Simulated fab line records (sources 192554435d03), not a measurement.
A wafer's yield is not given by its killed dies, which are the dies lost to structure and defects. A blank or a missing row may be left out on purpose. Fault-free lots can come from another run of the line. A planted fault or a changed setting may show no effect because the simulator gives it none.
Matching of chambers / flow n5-finfet / 3 sister chambers for N5_BEOL_M8_CVD_78 on cvd-co-01
The step deposits Co from CCTBA/H2, target thk 2 nm, time 142.3 s. 3 wafers are shown with their chamber, then 10 later ones without.

== EACH WAFER AND ITS CHAMBER ==
wafer=L746.5; chamber=2; chamber-pressure-Torr (Torr)=30.06
wafer=L750.3; chamber=0; chamber-pressure-Torr (Torr)=30.04
wafer=L750.4; chamber=1; chamber-pressure-Torr (Torr)=30.14

== WAFERS MISSING THEIR CHAMBER ==
wafer=L750.6; chamber-pressure-Torr (Torr)=30.03
wafer=L754.1; chamber-pressure-Torr (Torr)=30.00
wafer=L754.5; chamber-pressure-Torr (Torr)=29.88
wafer=L754.6; chamber-pressure-Torr (Torr)=30.07
wafer=L755.2; chamber-pressure-Torr (Torr)=29.95
wafer=L755.4; chamber-pressure-Torr (Torr)=30.05
wafer=L755.6; chamber-pressure-Torr (Torr)=30.08
wafer=L757.2; chamber-pressure-Torr (Torr)=30.02
wafer=L757.4; chamber-pressure-Torr (Torr)=30.03
wafer=L757.6; chamber-pressure-Torr (Torr)=30.00

== CHAMBER TAKEN BY EACH ==
wafer=L750.6; from the rows above=can't be placed: 0 or 2 or 1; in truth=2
wafer=L754.1; from the rows above=can't be placed: 0 or 2 or 1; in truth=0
wafer=L754.5; from the rows above=can't be placed: 0 or 2 or 1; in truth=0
wafer=L754.6; from the rows above=can't be placed: 2 or 0 or 1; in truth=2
wafer=L755.2; from the rows above=can't be placed: 0 or 2 or 1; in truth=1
wafer=L755.4; from the rows above=can't be placed: 2 or 0 or 1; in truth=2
wafer=L755.6; from the rows above=can't be placed: 2 or 0 or 1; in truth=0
wafer=L757.2; from the rows above=can't be placed: 0 or 2 or 1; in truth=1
wafer=L757.4; from the rows above=can't be placed: 0 or 2 or 1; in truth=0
wafer=L757.6; from the rows above=can't be placed: 0 or 2 or 1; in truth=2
Correctly placed: 0 of 10. Not placeable from these rows: 10 (in 10, the candidates include the true chamber). 0 placed wrongly.
How it was worked out, from the rows above alone: a wafer's distance from a chamber is the root of the sum, over the readings, of the square of ((its reading less the chamber's mean) divided by the reading's scatter). The wafer belongs to the nearest chamber; if the next one is less than 2 further off, it can't be placed. For every chamber, the mean is computed from those of its wafers that are shown. The scatter (one wafer shown for each chamber): square how far every hidden wafer sits from the nearest shown wafer, average those squares and take the square root.
